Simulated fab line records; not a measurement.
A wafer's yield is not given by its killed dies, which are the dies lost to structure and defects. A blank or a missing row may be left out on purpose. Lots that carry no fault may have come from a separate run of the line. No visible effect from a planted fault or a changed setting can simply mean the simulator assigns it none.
fab line records / flow n5Finfet
record lots=4 wafers=12 lastDay=20
route steps=1938 shown MOL_CONTACT_COAG@625 BEOL_M0_SAQP@632 BEOL_M4@1111 PASSIVATION@1936
lots with no fault: from the same line, run without faults
startH: the number of hours between the record's first day and the start of the first shown wafer of the lot / waitH: hours elapsed since this lot's preceding step / " identical to the entry in the row above / L1.1+2: one row covering several wafers at once / - no value present, or no start provided / * or withheld: withheld / < > ~ a bound
route shown NAME@n: NAME is a module with steps in the file, n the number in the route of the first one / usual: mean/standard deviation taken from wafers without a fault / same: alike in all rows / chamber/n: place in a boat / sites: readings site by site / _std_site: the values' standard deviation / _edge_site: the outer-site mean with the inner-site mean subtracted / radiusMm: how far each site lies from the wafer's centre / mask NAME#n: copy n / behind: the tool/chamber that last shaped the wafer / hold: reason for holding the lot/hours on hold/outcome of the hold / device: the transistor (n, p or np) that didn't switch / end of line: the route-end tests of the same wafers / a step with no rows: only its recipe / killed: dies lost to structure and defects at the first sort, not the wafer's yield / map: shows each die of a wafer: x if killed, . if not, _ if none is there
set.NAME: setting as actually run; set.NAME@STEP: the setting as run at that earlier step / model.NAME: the simulator's own value behind a step, which no gauge read
certain route steps with their lots: each step a table, each wafer a row
services: when a tool's chamber went out of use (startH, in hours from the record's first day, below 0 if earlier), for how many hours, and the reason
## steps
# step N5_MOL_CONTACT_COAG_PRECLEAN_127
# recipe chemistry=DIW timeS=57.5 tempC=23
# step N5_MOL_CONTACT_COAG_SRD_128
# recipe dryTimeS=32 dry=n2Spin spinRpm=1500
# step N5_MOL_CONTACT_COAG_CMP_52
# recipe stopOn=SiO2 tOverpolishS=1.5 postCmpClean=wDiluteNh4oh downForcePsi=4 platenRpm=50.289 padVelocityMS=1.0006 targetThkNm=66.5
# step N5_MOL_CONTACT_COAG_ANNEAL_112
# recipe tempC=400 timeS=1800 ambient=HPD2 pressureAtm=10
# step N5_BEOL_M0_SAQP_PECVD_00
# recipe material=SiCN targetThkA=80 tempC=withheld precursor=3MS/NH3 pressureTorr=3 rfW=202 timeS=14
# step N5_BEOL_M0_SAQP_ILD_DEP_01
# recipe material=SiOC targetThkA=454.19 tempC=350 precursor=DEMS/O2 pressureTorr=5 rfW=500 timeS=8.7
# step N5_BEOL_M0_SAQP_HM_DEP_02
# recipe material=TiN targetThkA=120 tempC=25 chamberPressurePa=0.49996
# step N5_BEOL_M0_SAQP_PECVD_03
# recipe material=SiCN targetThkA=120 tempC=withheld precursor=3MS/NH3 pressureTorr=3 rfW=202 timeS=21.1
# step N5_BEOL_M0_SAQP_PECVD_96
# recipe material=a-Si targetThkA=450 tempC=350 precursor=SiH4/He pressureTorr=3 rfW=100 timeS=45.2
# step N5_BEOL_M0_SAQP_PECVD_97
# recipe material=SiNx targetThkA=230 tempC=350 precursor=SiH4/NH3/N2 pressureTorr=1.5 rfW=300 timeS=19.9
# usual chamberPressureTorr=1.500/0.003 heaterPowerW=509/57 showerheadPlenumPTorr=5.12/0.053 throttleValvePct=39.5/1.2
lot.wafer=L436.1 tool=pecvd-04 chamber=0 startH=117.07 waitH=0.0 chamberPressureTorr=1.501 heaterPowerW=488 showerheadPlenumPTorr=5.05 throttleValvePct=40.7 model.SiNx_of_BEOL_M0_SAQP_PECVD_97.thkNm=23
lot.wafer=L436.3 tool=pecvd-04 chamber=2 startH=117.07 waitH=0.0 chamberPressureTorr=1.498 heaterPowerW=464 showerheadPlenumPTorr=5.11 throttleValvePct=39.4 model.SiNx_of_BEOL_M0_SAQP_PECVD_97.thkNm=22.8
lot.wafer=L436.6 tool=pecvd-04 chamber=1 startH=117.07 waitH=0.0 chamberPressureTorr=1.503 heaterPowerW=438 showerheadPlenumPTorr=5.21 throttleValvePct=38.3 model.SiNx_of_BEOL_M0_SAQP_PECVD_97.thkNm=23.2
lot.wafer=L442.3 tool=pecvd-04 chamber=1 startH=147.63 waitH=0.0 chamberPressureTorr=1.497 heaterPowerW=493 showerheadPlenumPTorr=5.21 throttleValvePct=38.7 model.SiNx_of_BEOL_M0_SAQP_PECVD_97.thkNm=15
lot.wafer=L442.5 tool=pecvd-04 chamber=1 startH=147.63 waitH=0.0 chamberPressureTorr=1.496 heaterPowerW=500 showerheadPlenumPTorr=5.20 throttleValvePct=38.6 model.SiNx_of_BEOL_M0_SAQP_PECVD_97.thkNm=23.4
lot.wafer=L442.6 tool=pecvd-04 chamber=0 startH=147.63 waitH=0.0 chamberPressureTorr=1.496 heaterPowerW=554 showerheadPlenumPTorr=5.06 throttleValvePct=40.5 model.SiNx_of_BEOL_M0_SAQP_PECVD_97.thkNm=23.8
lot.wafer=L444.1 tool=pecvd-04 chamber=1 startH=166.12 waitH=0.0 chamberPressureTorr=1.497 heaterPowerW=459 showerheadPlenumPTorr=5.21 throttleValvePct=38.5 model.SiNx_of_BEOL_M0_SAQP_PECVD_97.thkNm=15
lot.wafer=L444.5 tool=pecvd-04 chamber=1 startH=166.12 waitH=0.0 chamberPressureTorr=1.500 heaterPowerW=458 showerheadPlenumPTorr=5.20 throttleValvePct=38.5 model.SiNx_of_BEOL_M0_SAQP_PECVD_97.thkNm=23.4
lot.wafer=L444.6 tool=pecvd-04 chamber=0 startH=166.12 waitH=0.0 chamberPressureTorr=1.498 heaterPowerW=560 showerheadPlenumPTorr=5.06 throttleValvePct=40.9 model.SiNx_of_BEOL_M0_SAQP_PECVD_97.thkNm=23.6
lot.wafer=L449.1 tool=pecvd-02 chamber=1 startH=190.88 waitH=0.0 chamberPressureTorr=1.494 heaterPowerW=466 showerheadPlenumPTorr=5.14 throttleValvePct=38.4 model.SiNx_of_BEOL_M0_SAQP_PECVD_97.thkNm=23.2
lot.wafer=L449.3 tool=pecvd-02 chamber=0 startH=190.88 waitH=0.0 chamberPressureTorr=1.499 heaterPowerW=609 showerheadPlenumPTorr=5.16 throttleValvePct=41.1 model.SiNx_of_BEOL_M0_SAQP_PECVD_97.thkNm=23
lot.wafer=L449.4 tool=pecvd-02 chamber=0 startH=190.88 waitH=0.0 chamberPressureTorr=1.504 heaterPowerW=601 showerheadPlenumPTorr=5.15 throttleValvePct=40.7 model.SiNx_of_BEOL_M0_SAQP_PECVD_97.thkNm=23.4
# step N5_BEOL_M0_SAQP_PECVD_04
# recipe material=a-Si targetThkA=600 tempC=350 precursor=SiH4/He pressureTorr=3 rfW=100 timeS=60.2
# step N5_BEOL_M0_SAQP_HM_DEP_111
# recipe material=SiO2 targetThkA=120 tempC=400 precursor=SiH4/N2O pressureTorr=0.75 rfW=275 timeS=7.2
# step N5_BEOL_M0_SAQP_COAT_81
# recipe resist=SOC tempC=250 timeS=60 spinRpm=1500 resistThkNm=100
# step N5_BEOL_M0_SAQP_COAT_82
# recipe resist=SiARC tempC=220 timeS=60 spinRpm=1500 resistThkNm=30
# step N5_BEOL_M0_SAQP_COAT_08
# recipe resist=CAR-ArF spinRpm=1500 resistThkNm=90
# step N5_BEOL_M0_SAQP_EBR_10
# recipe solvent=PGMEA ebrWidthMm=1.5
# step N5_BEOL_M0_SAQP_SOFTBAKE_09
# recipe tempC=110 timeS=60 resist=CAR-ArF
# step N5_BEOL_M0_SAQP_EXPOSE_11
# recipe maskId=M0_CORE na=1.35 sourceShape=dipole sigmaInner=0.538 sigmaOuter=0.738 polarization=te targetCdNm=42 doseMj=55
# step N5_BEOL_M0_SAQP_PEB_12
# recipe pebTempC=withheld pebTimeS=60 resist=CAR-ArF
# step N5_BEOL_M0_SAQP_DEVELOP_13
# recipe developTimeS=30 developer=TMAH resist=CAR-ArF devTempC=23 rinseLiquid=diw dry=airSpin
# step N5_BEOL_M0_SAQP_DESCUM_19
# recipe chemistry=O2 timeS=7.9 sourcePowerW=50 biasPowerW=20 pressureMtorr=20 rfFrequencyHz=2.712e+07 tempC=40 resist=CAR-ArF o2FlowSccm=225
# step N5_BEOL_M0_SAQP_ETCH_83
# recipe chemistry=CF4 target=SiARC targetDepthA=390 maskMaterial=CAR-ArF timeS=65 ionEnergyEv=80 pressureMtorr=40 sourceW=545 biasW=36 Ar_flow_sccm=100 cf4FlowSccm=100 ends=cleared
# step N5_BEOL_M0_SAQP_ETCH_84
# recipe chemistry=N2/H2 target=SOC targetDepthA=1000 overetchA=200 maskMaterial=SiARC tempC=40 timeS=150 ionEnergyEv=200 pressureMtorr=30 sourceW=840 biasW=150 n2FlowSccm=200 h2FlowSccm=200
# step N5_BEOL_M0_SAQP_STRIP_80
# recipe chemistry=N2/H2 tempC=40 n2FlowSccm=200 h2FlowSccm=200 rfFrequencyHz=6e+07
# step N5_BEOL_M0_SAQP_HM_OPEN_112
# recipe chemistry=CHF3/O2 target=SiO2 stopOn=a-Si targetDepthA=120 overEtchFrac=1.25 maskMaterial=SOC timeS=13.5 pressureMtorr=30 sourceW=650 biasW=170 Ar_flow_sccm=200 CHF3_flow_sccm=50 O2_flow_sccm=5 ionEnergyEv=200 ends=endPoint
# step N5_BEOL_M0_SAQP_STRIP_113
# recipe chemistry=CHF3/O2 resist=SiARC rfFrequencyHz=6e+07
# step N5_BEOL_M0_SAQP_MANDREL_ETCH_20
# recipe targetDepthA=600 chemistry=HBr/Cl2 target=a-Si stopOn=SiNx btTimeS=10 maskMaterial=SOC overEtchFrac=0.5 timeS=30 pressureMtorr=10 icpW=800 biasW=75 HBr_flow_sccm=150 Cl2_flow_sccm=80 ends=endPoint
# step N5_BEOL_M0_SAQP_STRIP_86
# recipe chemistry=N2/H2 powerW=500 tempC=40 pressureMtorr=50 rfFrequencyHz=6e+07 overashFraction=0.3 biasPowerW=28 h2Frac=0.5 n2FlowSccm=300 h2FlowSccm=300
# step N5_BEOL_M0_SAQP_STRIP_115
# recipe chemistry=postEtchResidueRemover timeS=60 tempC=25 removerPh=withheld removerWaterWtPct=withheld removerFluorideWtPct=withheld
# step N5_BEOL_M0_SAQP_SRD_93
# recipe dry=ipaMarangoni timeS=30 tempC=23 rinseLiquid=diw
# step N5_BEOL_M0_SAQP_RECESS_114
# recipe chemistry=HF/NH3 target=SiO2 targetDepthA=144 afsCycles=3 tempC=30 sublimationTempC=180 sublimationTimeS=60
# step N5_BEOL_M0_SAQP_SPACER1_ALD_98
# recipe material=SiO2 targetThkA=128 tempC=300 aldPrecursorFamily=BDEAS aldCoReactant=O2-plasma pulseTimeS=1 purgeTimeS=2 coReactantPurgeTimeS=2 aldCycles=138 pressureTorr=2
# step N5_BEOL_M0_SAQP_SPACER1_ETCHBACK_99
# recipe chemistry=CHF3/O2 mode=anisotropicEtchback target=SiO2 targetDepthA=154 timeS=7.7 pressureMtorr=30 sourceW=650 biasW=170 Ar_flow_sccm=200 CHF3_flow_sccm=50 O2_flow_sccm=5 ionEnergyEv=200
# step N5_BEOL_M0_SAQP_MANDREL1_REMOVE_100
# recipe chemistry=HBr/Cl2/O2 btTimeS=10 target=a-Si stopOn=SiNx endpoint=OES-SiCl overEtchFrac=0.85 icpW=600 biasW=30 HBr_flow_sccm=150 Cl2_flow_sccm=80 O2_flow_sccm=5 pressureMtorr=10
# step N5_BEOL_M0_SAQP_ETCH_106
# recipe chemistry=N2/H2 target=SOC targetDepthA=1500 stopOn=SiNx ionEnergyEv=100 biasW=61 pressureMtorr=30 sourceW=850 n2FlowSccm=200 h2FlowSccm=200
# usual drypumpMotorCurrentA=5.9/0.38 oesProductAu=0.81/0.086 rfVppV=240.8/1.3 showerheadPlenumPTorr=2.54/0.081 throttleValvePct=17.78/0.16
lot.wafer=L436.1 tool=rieDiel-03 chamber=3 startH=120.27 waitH=- drypumpMotorCurrentA=6.2 oesProductAu=0.83 rfHoursCounterH=76 rfVppV=239.2 showerheadPlenumPTorr=2.47 throttleValvePct=17.51 model.SiNx_of_BEOL_M0_SAQP_PECVD_97.thkNm=15.2
lot.wafer=L436.3 tool=rieDiel-03 chamber=1 startH=120.27 waitH=- drypumpMotorCurrentA=5.2 oesProductAu=0.71 rfHoursCounterH=201 rfVppV=242.8 showerheadPlenumPTorr=2.63 throttleValvePct=17.68 model.SiNx_of_BEOL_M0_SAQP_PECVD_97.thkNm=15
lot.wafer=L436.6 tool=rieDiel-03 chamber=3 startH=120.27 waitH=- drypumpMotorCurrentA=6.2 oesProductAu=0.82 rfHoursCounterH=- rfVppV=238.9 showerheadPlenumPTorr=2.47 throttleValvePct=17.51 model.SiNx_of_BEOL_M0_SAQP_PECVD_97.thkNm=15.6
lot.wafer=L442.3 tool=rieDiel-03 chamber=0 startH=150.65 waitH=- drypumpMotorCurrentA=6.0 oesProductAu=0.89 rfHoursCounterH=29 rfVppV=240.2 showerheadPlenumPTorr=2.49 throttleValvePct=17.85 model.SiNx_of_BEOL_M0_SAQP_PECVD_97.thkNm=7.2
lot.wafer=L442.5 tool=rieDiel-03 chamber=3 startH=150.65 waitH=- drypumpMotorCurrentA=6.2 oesProductAu=0.82 rfHoursCounterH=- rfVppV=239.9 showerheadPlenumPTorr=2.46 throttleValvePct=17.52 model.SiNx_of_BEOL_M0_SAQP_PECVD_97.thkNm=15.6
lot.wafer=L442.6 tool=rieDiel-03 chamber=2 startH=150.65 waitH=- drypumpMotorCurrentA=5.9 oesProductAu=0.84 rfHoursCounterH=- rfVppV=241.5 showerheadPlenumPTorr=2.59 throttleValvePct=17.77 model.SiNx_of_BEOL_M0_SAQP_PECVD_97.thkNm=16
lot.wafer=L444.1 tool=rieDiel-06 chamber=1 startH=169.37 waitH=- drypumpMotorCurrentA=6.3 oesProductAu=0.95 rfHoursCounterH=7 rfVppV=238.8 showerheadPlenumPTorr=2.50 throttleValvePct=17.78 model.SiNx_of_BEOL_M0_SAQP_PECVD_97.thkNm=7.4
lot.wafer=L444.5 tool=rieDiel-06 chamber=1 startH=169.37 waitH=- drypumpMotorCurrentA=6.3 oesProductAu=0.96 rfHoursCounterH=- rfVppV=240.9 showerheadPlenumPTorr=2.50 throttleValvePct=17.78 model.SiNx_of_BEOL_M0_SAQP_PECVD_97.thkNm=15.6
lot.wafer=L444.6 tool=rieDiel-06 chamber=0 startH=169.37 waitH=- drypumpMotorCurrentA=6.5 oesProductAu=0.77 rfHoursCounterH=- rfVppV=242.4 showerheadPlenumPTorr=2.65 throttleValvePct=17.82 model.SiNx_of_BEOL_M0_SAQP_PECVD_97.thkNm=16
lot.wafer=L449.1 tool=rieDiel-06 chamber=0 startH=193.85 waitH=- drypumpMotorCurrentA=6.5 oesProductAu=0.75 rfHoursCounterH=149 rfVppV=243.5 showerheadPlenumPTorr=2.65 throttleValvePct=17.85 model.SiNx_of_BEOL_M0_SAQP_PECVD_97.thkNm=15.4
lot.wafer=L449.3 tool=rieDiel-06 chamber=1 startH=193.85 waitH=- drypumpMotorCurrentA=6.3 oesProductAu=0.92 rfHoursCounterH=15 rfVppV=240.0 showerheadPlenumPTorr=2.50 throttleValvePct=17.81 model.SiNx_of_BEOL_M0_SAQP_PECVD_97.thkNm=15.2
lot.wafer=L449.4 tool=rieDiel-06 chamber=3 startH=193.85 waitH=- drypumpMotorCurrentA=5.8 oesProductAu=0.69 rfHoursCounterH=236 rfVppV=239.8 showerheadPlenumPTorr=2.40 throttleValvePct=17.74 model.SiNx_of_BEOL_M0_SAQP_PECVD_97.thkNm=15.6
# step N5_BEOL_M4_RC_MEAS_101
# usual DIBL_N=36.3/1.1 DIBL_P=36.3/1.4 IOFF_N=0.155/0.019 IOFF_P=0.211/0.027 ION_N=672/8.5 ION_P=462/5.8 SS_N=71.5/0.56 SS_P=73.3/0.52 VT_N=249.9/2.5 VT_P=-249.8/2.8
lot.wafer=L436.1 tool=prober-01 chamber=0 startH=210.04 waitH=0.0 DIBL_N[mV/V]=35.1 DIBL_P[mV/V]=36.2 IOFF_N[nA/um]=0.143 IOFF_P[nA/um]=0.197 ION_N[uA/um]=664 ION_P[uA/um]=453 SS_N[mV/dec]=71.6 SS_P[mV/dec]=72.3 VT_N[mV]=253.7 VT_P[mV]=-249.6
lot.wafer=L436.3 tool=prober-01 chamber=0 startH=210.04 waitH=0.0 DIBL_N[mV/V]=35.3 DIBL_P[mV/V]=36.1 IOFF_N[nA/um]=0.152 IOFF_P[nA/um]=0.196 ION_N[uA/um]=681 ION_P[uA/um]=460 SS_N[mV/dec]=72.1 SS_P[mV/dec]=73.4 VT_N[mV]=248.7 VT_P[mV]=-252.2
lot.wafer=L436.6 tool=prober-01 chamber=0 startH=210.04 waitH=0.0 DIBL_N[mV/V]=38.4 DIBL_P[mV/V]=40.2 IOFF_N[nA/um]=0.228 IOFF_P[nA/um]=0.288 ION_N[uA/um]=693 ION_P[uA/um]=467 SS_N[mV/dec]=71.9 SS_P[mV/dec]=74.4 VT_N[mV]=246.0 VT_P[mV]=-245.8
lot.wafer=L442.3 tool=prober-02 chamber=0 startH=289.88 waitH=0.3 DIBL_N[mV/V]=35.3 DIBL_P[mV/V]=35.3 IOFF_N[nA/um]=0.149 IOFF_P[nA/um]=0.185 ION_N[uA/um]=672 ION_P[uA/um]=461 SS_N[mV/dec]=71.3 SS_P[mV/dec]=73.5 VT_N[mV]=249.7 VT_P[mV]=-252.8
lot.wafer=L442.5 tool=prober-02 chamber=0 startH=289.88 waitH=0.3 DIBL_N[mV/V]=36.5 DIBL_P[mV/V]=37.0 IOFF_N[nA/um]=0.173 IOFF_P[nA/um]=0.213 ION_N[uA/um]=683 ION_P[uA/um]=468 SS_N[mV/dec]=71.7 SS_P[mV/dec]=73.4 VT_N[mV]=246.0 VT_P[mV]=-247.2
lot.wafer=L442.6 tool=prober-02 chamber=0 startH=289.88 waitH=0.3 DIBL_N[mV/V]=37.4 DIBL_P[mV/V]=37.2 IOFF_N[nA/um]=0.183 IOFF_P[nA/um]=0.226 ION_N[uA/um]=678 ION_P[uA/um]=457 SS_N[mV/dec]=71.5 SS_P[mV/dec]=73.6 VT_N[mV]=247.7 VT_P[mV]=-249.5
lot.wafer=L444.1 tool=prober-02 chamber=0 startH=311.05 waitH=0.0 DIBL_N[mV/V]=37.1 DIBL_P[mV/V]=38.0 IOFF_N[nA/um]=0.147 IOFF_P[nA/um]=0.188 ION_N[uA/um]=670 ION_P[uA/um]=454 SS_N[mV/dec]=71.0 SS_P[mV/dec]=73.7 VT_N[mV]=251.5 VT_P[mV]=-250.6
lot.wafer=L444.5 tool=prober-02 chamber=0 startH=311.05 waitH=0.0 DIBL_N[mV/V]=36.5 DIBL_P[mV/V]=37.2 IOFF_N[nA/um]=0.148 IOFF_P[nA/um]=0.181 ION_N[uA/um]=670 ION_P[uA/um]=455 SS_N[mV/dec]=71.5 SS_P[mV/dec]=72.3 VT_N[mV]=249.4 VT_P[mV]=-254.8
lot.wafer=L444.6 tool=prober-02 chamber=0 startH=311.05 waitH=0.0 DIBL_N[mV/V]=36.9 DIBL_P[mV/V]=37.3 IOFF_N[nA/um]=0.154 IOFF_P[nA/um]=0.184 ION_N[uA/um]=675 ION_P[uA/um]=455 SS_N[mV/dec]=70.8 SS_P[mV/dec]=73.3 VT_N[mV]=250.4 VT_P[mV]=-252.2
lot.wafer=L449.1 tool=prober-02 chamber=0 startH=354.88 waitH=0.0 DIBL_N[mV/V]=35.3 DIBL_P[mV/V]=34.7 IOFF_N[nA/um]=0.149 IOFF_P[nA/um]=0.230 ION_N[uA/um]=675 ION_P[uA/um]=468 SS_N[mV/dec]=71.3 SS_P[mV/dec]=72.3 VT_N[mV]=248.8 VT_P[mV]=-244.9
lot.wafer=L449.3 tool=prober-02 chamber=0 startH=354.88 waitH=0.0 DIBL_N[mV/V]=34.4 DIBL_P[mV/V]=33.6 IOFF_N[nA/um]=0.127 IOFF_P[nA/um]=0.205 ION_N[uA/um]=668 ION_P[uA/um]=465 SS_N[mV/dec]=71.0 SS_P[mV/dec]=73.2 VT_N[mV]=250.5 VT_P[mV]=-245.8
lot.wafer=L449.4 tool=prober-02 chamber=0 startH=354.88 waitH=0.0 DIBL_N[mV/V]=37.8 DIBL_P[mV/V]=37.0 IOFF_N[nA/um]=0.181 IOFF_P[nA/um]=0.268 ION_N[uA/um]=672 ION_P[uA/um]=468 SS_N[mV/dec]=72.1 SS_P[mV/dec]=74.3 VT_N[mV]=245.3 VT_P[mV]=-246.3
# step N5_PASSIVATION_PROBE_49
# usual defectLimitedYield=91.4/1.2 killed_at_M0_to_M3=34/10 killed_at_M4_up=14/5.1 killedAtContacts=12/6.4 killedAtFrontEnd=38/9.3 killedAtOther=4/3 killedDies=102/15 killedOnRim=13/3.6 killedOpen=67/12 killedShort=33/6.9 sort_bin_5_function=5.0/0.86 sort_bin_6_memory=3.2/0.58 sortNPass=1078/15 sortYieldPct=91.4/1.2
# same grossDies=1180 killedAtBackSide=0 sort_bin_4_leakage[%]=0 sort_bin_8_speed[%]=0
lot.wafer=L442.3 tool=prober-01 chamber=- startH=388.63 waitH=0.1 defectLimitedYield[%]=90.6 killed_at_M0_to_M3=30 killed_at_M4_up=13 killedAtContacts=15 killedAtFrontEnd=49 killedAtOther=4 killedDies=111 killedOnRim=14 killedOpen=72 killedShort=37 sort_bin_5_function[%]=4.9 sort_bin_6_memory[%]=3.6 sortNPass=1069 sortYieldPct[%]=90.6
lot.wafer=L442.5 tool=prober-01 chamber=- startH=388.73 waitH=0.2 defectLimitedYield[%]=92.3 killed_at_M0_to_M3=32 killed_at_M4_up=15 killedAtContacts=16 killedAtFrontEnd=28 killedAtOther=0 killedDies=91 killedOnRim=12 killedOpen=64 killedShort=25 sort_bin_5_function[%]=4.0 sort_bin_6_memory[%]=3.4 sortNPass=1089 sortYieldPct[%]=92.3
lot.wafer=L442.6 tool=prober-01 chamber=- startH=388.78 waitH=0.3 defectLimitedYield[%]=93.4 killed_at_M0_to_M3=25 killed_at_M4_up=15 killedAtContacts=19 killedAtFrontEnd=19 killedAtOther=0 killedDies=78 killedOnRim=18 killedOpen=55 killedShort=21 sort_bin_5_function[%]=4.1 sort_bin_6_memory[%]=2.2 sortNPass=1102 sortYieldPct[%]=93.4
lot.wafer=L444.1 tool=prober-02 chamber=- startH=422.19 waitH=0.4 defectLimitedYield[%]=93.1 killed_at_M0_to_M3=29 killed_at_M4_up=13 killedAtContacts=11 killedAtFrontEnd=19 killedAtOther=9 killedDies=81 killedOnRim=9 killedOpen=49 killedShort=28 sort_bin_5_function[%]=4.2 sort_bin_6_memory[%]=2.5 sortNPass=1099 sortYieldPct[%]=93.1
# killed by level:class
L442.3 FIN_SAQP:geometricParticle:short=15 STI_FIN_REVEAL:geometricParticle:open=13 MOL_CONTACT_COAG:geometricParticle:open=12 FIN_SAQP:geometricParticle:open=10 BEOL_M2:geometricParticle:open=7 BEOL_M0_SAQP:geometricParticle:open=6 BEOL_M4:geometricParticle:open=6 BEOL_M1:geometricParticle:open=5
L442.5 MOL_CONTACT_COAG:geometricParticle:open=9 FIN_SAQP:geometricParticle:open=8 MOL_CONTACT_COAG:geometricParticle:short=7 BEOL_M0_SAQP:geometricParticle:open=7 BEOL_M4:geometricParticle:open=7 BEOL_M0_SAQP:geometricParticle:short=5 BEOL_M1:geometricParticle:open=5 BEOL_M2:geometricParticle:open=5
L442.6 MOL_CONTACT_COAG:geometricParticle:open=16 BEOL_M0_SAQP:geometricParticle:open=8 BEOL_M3:geometricParticle:open=6 BEOL_M0_SAQP:geometricParticle:short=5 FIN_SAQP:geometricParticle:open=3 GATE_CUT:geometricParticle:open=3 GATE_CUT:geometricParticle:short=3 MOL_CONTACT_COAG:geometricParticle:short=3
L444.1 MOL_CONTACT_COAG:geometricParticle:open=10 BEOL_M0_SAQP:geometricParticle:open=8 BEOL_M0_SAQP:geometricParticle:short=6 STI_FIN_REVEAL:geometricParticle:open=5 BEOL_M2:geometricParticle:open=5 DUMMY_GATE:geometricParticle:open=4 GATE_CUT:geometricParticle:short=3 BEOL_M4:geometricParticle:open=3
## services
tool=rieDiel-03 chamber=3 startH=106.94 hours=1.8 kind=repair
tool=rieDiel-06 chamber=1 startH=123.02 hours=- kind=clean
tool=rieDiel-06 chamber=1 startH=123.02 hours=- kind=consumableReplace:focusRing
tool=rieDiel-06 chamber=1 startH=123.02 hours=17.3 kind=scheduledDown
tool=rieDiel-06 chamber=1 startH=123.02 hours=17.3 kind=ventCycle
tool=rieDiel-03 chamber=0 startH=125.34 hours=6.0 kind=repair
tool=pecvd-02 chamber=- startH=135.57 hours=2.8 kind=pm
tool=pecvd-02 chamber=- startH=146.48 hours=1.5 kind=repair
tool=pecvd-04 chamber=0 startH=148.08 hours=16.5 kind=scheduledDown
## key
firstSign none at tools or gauges
modelEffect step=N5_BEOL_M0_SAQP_PECVD_97 value=SiNx_of_BEOL_M0_SAQP_PECVD_97.thkNm without=23.2 struck=15
modelEffect step=N5_BEOL_M0_SAQP_ETCH_106 value=SiNx_of_BEOL_M0_SAQP_PECVD_97.thkNm without=15.4 struck=7.3
metAt N5_BEOL_M0_SAQP_PECVD_97
struckWafers L442.3,L444.1
onsetBetween 117.07 147.63
fault kind=processParameterDrift tool=pecvd-04 chamber=- onsetH=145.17 steps=N5_BEOL_M0_SAQP_PECVD_97 channel=timeS offset=* shape=step endH=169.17 scope=struckWafersOnly actsIn=* stated=*
